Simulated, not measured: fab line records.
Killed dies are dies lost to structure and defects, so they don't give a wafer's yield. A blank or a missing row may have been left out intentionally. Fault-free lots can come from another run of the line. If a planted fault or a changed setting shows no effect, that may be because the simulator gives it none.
A lot that was struck, set against a sound lot ; flow nandHarc ; 40 steps out of a route of 1159
Sound: wafers L733.2, L733.3, L733.4. The struck wafers were L743.1, L743.3, L743.6. The cause is given at the end.
Per side, at each step with rows, come the tool, then ch with its chambers, and then its first start. Under that, the readings that differ: sound wafers ; struck wafers ; difference of the means ; sigmas: that difference in standard deviations of wafers without a fault.
alike: readings whose means differ by less than 2 such deviations, and words and numbers that are the same on both sides. not compared: withheld readings, readings that some wafer has no value for, bounds like >300 that may hide the same value, and numbers for which the record gives no deviation and whose values overlap.
Wherever a step has rows on one side only, a row that says differs or no value, or a row with sigmas, the two part there. Numbers that have no deviation but don't overlap get no sigmas and don't part them. Lack of a reading on every wafer of one side parts them only where that side has two or more wafers.

first, 1 step without rows for these wafers: NHARC_A_STAIRCASE_ETCH_221 (etches the open film in C4F8/O2, target depth 100 nm, time 40.5 s).
NHARC_A_STAIRCASE_TRIM_222: chemistry O2, time 211.2 s.
  sound: rieDiel-05 ch 0,1,2; struck: rieDiel-06 ch 1,2,3
  alike: drypumpMotorCurrentA, oesProductAu, rfVppV, showerheadPlenumPTorr, throttleValvePct
  not compared: rfHoursCounterH
then, 4 steps without rows for these wafers: NHARC_A_STAIRCASE_ETCH_223 (etches the open film in C4F8/O2, target depth 100 nm, time 40.5 s); NHARC_A_STAIRCASE_TRIM_224 (chemistry O2, time 211.2 s); NHARC_A_STAIRCASE_ETCH_225 (etches the open film in C4F8/O2, target depth 100 nm, time 40.5 s); NHARC_A_STAIRCASE_TRIM_226 (chemistry O2, time 211.2 s).
NHARC_A_STAIRCASE_ETCH_227: etches the open film in C4F8/O2, target depth 100 nm, time 40.5 s.
  sound: rieDiel-05 ch 1,2,3; struck: rieDiel-06 ch 0,2
  alike: oesProductAu, rfVppV
  not compared: rfHoursCounterH
NHARC_A_STAIRCASE_TRIM_229: chemistry O2, time 211.2 s.
  sound on rieDiel-10 ch 0,1,2, day 12 03:46; struck on rieDiel-10 ch 2,3, day 14 07:18
  alike: drypumpMotorCurrentA, oesProductAu, rfVppV, showerheadPlenumPTorr, throttleValvePct
  not compared: rfHoursCounterH
then, 3 steps without rows for these wafers: NHARC_A_STAIRCASE_ETCH_230 (etches the open film in C4F8/O2, target depth 100 nm, time 40.5 s); NHARC_A_STAIRCASE_TRIM_231 (chemistry O2, time 211.2 s); NHARC_A_STAIRCASE_ETCH_232 (etches the open film in C4F8/O2, target depth 100 nm, time 40.5 s).
NHARC_A_STAIRCASE_TRIM_233: chemistry O2, time 211.2 s.
  sound on rieDiel-10 ch 0,2,3, day 12 04:32; struck on rieDiel-10 ch 0,1, day 14 07:54
  alike: drypumpMotorCurrentA, oesProductAu, rfVppV, showerheadPlenumPTorr, throttleValvePct
  not compared: rfHoursCounterH
then, 2 steps without rows for these wafers: NHARC_A_STAIRCASE_ETCH_234 (etches the open film in C4F8/O2, target depth 100 nm, time 40.5 s); NHARC_A_STAIRCASE_TRIM_235 (chemistry O2, time 211.2 s).
NHARC_A_STAIRCASE_ETCH_236: etches the open film in C4F8/O2, target depth 100 nm, time 40.5 s.
  sound: rieDiel-10 ch 0,1,2; struck: rieDiel-10 ch 0,2,3
  alike: oesProductAu, rfVppV
  not compared: rfHoursCounterH
then, 15 steps without rows for these wafers: NHARC_A_STAIRCASE_STRIP_238 (strips in O2); NHARC_A_STAIRCASE_STRIP_239 (strips in SPM, time 900 s); NHARC_A_STAIRCASE_PRECLEAN_240 (cleans in SC1); NHARC_A_STAIRCASE_SRD_241; NHARC_A_STAIRCASE_DEHYDRATE_242 (time 120 s); NHARC_A_STAIRCASE_HMDS_243 (time 30 s); NHARC_A_STAIRCASE_COAT_244; NHARC_A_STAIRCASE_SOFTBAKE_245 (time 170 s); NHARC_A_STAIRCASE_EBR_246; NHARC_A_STAIRCASE_EXPOSE_247 (exposes mask SDS 1); NHARC_A_STAIRCASE_PEB_248 (peb time 130 s); NHARC_A_STAIRCASE_DEVELOP_249 (time 140 s); NHARC_A_STAIRCASE_HARDBAKE_251 (time 140 s); NHARC_A_STAIRCASE_DESCUM_252 (chemistry O2, time 3 s); NHARC_A_STAIRCASE_ETCH_253 (etches the open film in C4F8/O2, target depth 50 nm, time 20.2 s).
NHARC_A_STAIRCASE_STRIP_254: strips in O2.
  sound on plasmaAsher-01 ch 0,1, day 12 07:27; struck on plasmaAsher-01 ch 0,1, day 14 12:47
  alike: drypumpMotorCurrentA, heaterPowerW
  not compared: rfHoursCounterH
then, 8 steps without rows for these wafers: NHARC_A_STAIRCASE_STRIP_255 (strips in SPM, time 900 s); NHARC_A_STAIRCASE_PRECLEAN_256 (cleans in SC1); NHARC_A_STAIRCASE_SRD_257; NHARC_A_STAIRCASE_HM_DEP_456 (deposits aC, target thk 1500 nm); NHARC_A_STAIRCASE_DEP_259 (deposits SiON, target thk 30 nm); NHARC_A_STAIRCASE_DEHYDRATE_281 (time 120 s); NHARC_A_STAIRCASE_HMDS_282 (time 30 s); NHARC_A_STAIRCASE_COAT_283.
-- break in the record here, with 8 days between the starts of the struck wafers on either side (left off in module A_STAIRCASE, picked up again in module END, where the first step shown is number 1159 on the route) --
NHARC_END_SORT_01:
  sound on prober-02 ch 0, day 19 13:09; struck on prober-02 ch 0, day 22 16:35
reading;sound;struck;difference;sigmas
killedAtArray;17 11 18;99 88 95;+79;+7
killedDies;19 18 22;100 89 98;+76;+6
  alike: killedAtOther, killedAtPeriphery, killedOpen, killedShort

== WHERE THEY PART ==
At NHARC_END_SORT_01 and nowhere else, as far as this record goes.

WHY: the cause the simulator had injected
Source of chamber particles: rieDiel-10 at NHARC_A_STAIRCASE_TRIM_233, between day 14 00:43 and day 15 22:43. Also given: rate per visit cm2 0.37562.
